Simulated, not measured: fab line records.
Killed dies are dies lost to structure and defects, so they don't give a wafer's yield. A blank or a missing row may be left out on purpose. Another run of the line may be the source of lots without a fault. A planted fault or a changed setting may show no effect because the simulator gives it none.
What tool caused it?	flow n5_finfet	11 lots with 32 wafers sampled at 3 steps, on a route of 1938 steps

## WHAT EACH GAUGE READ, for each wafer
N5_BEOL_M14_CD_MEAS_10: target cd 250 nm.
lot	measured	on	cd_nm (nm)
L897	day 11 15:17	cd_sem-01	247.8 248.5 249.5
L901	day 12 01:29	cd_sem-02	249.0 251.7 252.2
L908	day 13 19:08	cd_sem-02	251.4 250.4 253.6
L909	day 13 22:34	cd_sem-03	250.3 251.2
L911	day 14 02:36	cd_sem-02	250.0 251.4 251.2
L914	day 15 01:31	cd_sem-01	247.1 250.6 249.9
L913	day 15 01:16	cd_sem-03	249.2 249.5 250.4
L916	day 15 19:12	cd_sem-03	249.8 250.6 249.8
L918	day 16 18:42	cd_sem-02	252.4 252.6 252.4
L919	day 16 19:22	cd_sem-01	248.6 250.9 250.8
L920	day 16 23:40	cd_sem-01	252.5 252.2 251.5

## WHAT TOOL EACH LOT RAN ON (gives the tool, then ch and the chambers of the sampled wafers, and finally the start)
lot	N5_BEOL_M13_ETCH_68	N5_BEOL_M13_STRIP_37
L897	rie_diel-03 ch 1,2, day 11 06:30	plasma_asher-02 ch 0,1, day 11 06:56
L901	rie_diel-06 ch 0,1,2, day 11 21:49	plasma_asher-01 ch 0,1, day 11 22:15
L908	rie_diel-03 ch 0,1,2, day 13 16:08	plasma_asher-01 ch 0,1, day 13 16:35
L909	rie_diel-03 ch 1,2, day 13 18:13	plasma_asher-01 ch 0,1, day 13 18:38
L911	rie_diel-03 ch 0,1,3, day 13 22:53	plasma_asher-01 ch 0,1, day 13 23:19
L914	rie_diel-06 ch 0,2,3, day 14 21:44	plasma_asher-01 ch 0,1, day 14 22:10
L913	rie_diel-03 ch 0,2, day 14 21:53	plasma_asher-02 ch 0,1, day 14 22:20
L916	rie_diel-01 ch 0,2, day 15 16:25	plasma_asher-01 ch 0,1, day 15 16:51
L918	rie_diel-03 ch 0,1, day 16 14:59	plasma_asher-02 ch 0,1, day 16 15:25
L919	rie_diel-03 ch 1,2, day 16 16:23	plasma_asher-02 ch 0,1, day 16 16:50
L920	rie_diel-01 ch 0,1,2, day 16 19:26	plasma_asher-02 ch 0,1, day 16 19:53
- N5_BEOL_M13_ETCH_68: etches SOC in N2/H2, time 355 s.
- N5_BEOL_M13_STRIP_37: strips in N2/H2.

## THE ANSWER, worked out from the rows above alone
Rule: usual is defined by the lots themselves. Put in order of their means at a reading, lots are off if they are a third of the lots or fewer, leave a main group of 4 or more, and stand apart from it by a gap of 3 or more times the standard deviation of the main group's means; of several such gaps the widest counts. Not used: any main group whose means are identical at the precision the tables above print for the reading. Also off: a lot with no number at a reading for which 4 or more lots have one. Where the step has rows for the other lots, those lots are counted as sound.
No lot is off on any of the readings shown, so nothing can be concluded from this.

## WHAT THE SIMULATOR HAD INSERTED
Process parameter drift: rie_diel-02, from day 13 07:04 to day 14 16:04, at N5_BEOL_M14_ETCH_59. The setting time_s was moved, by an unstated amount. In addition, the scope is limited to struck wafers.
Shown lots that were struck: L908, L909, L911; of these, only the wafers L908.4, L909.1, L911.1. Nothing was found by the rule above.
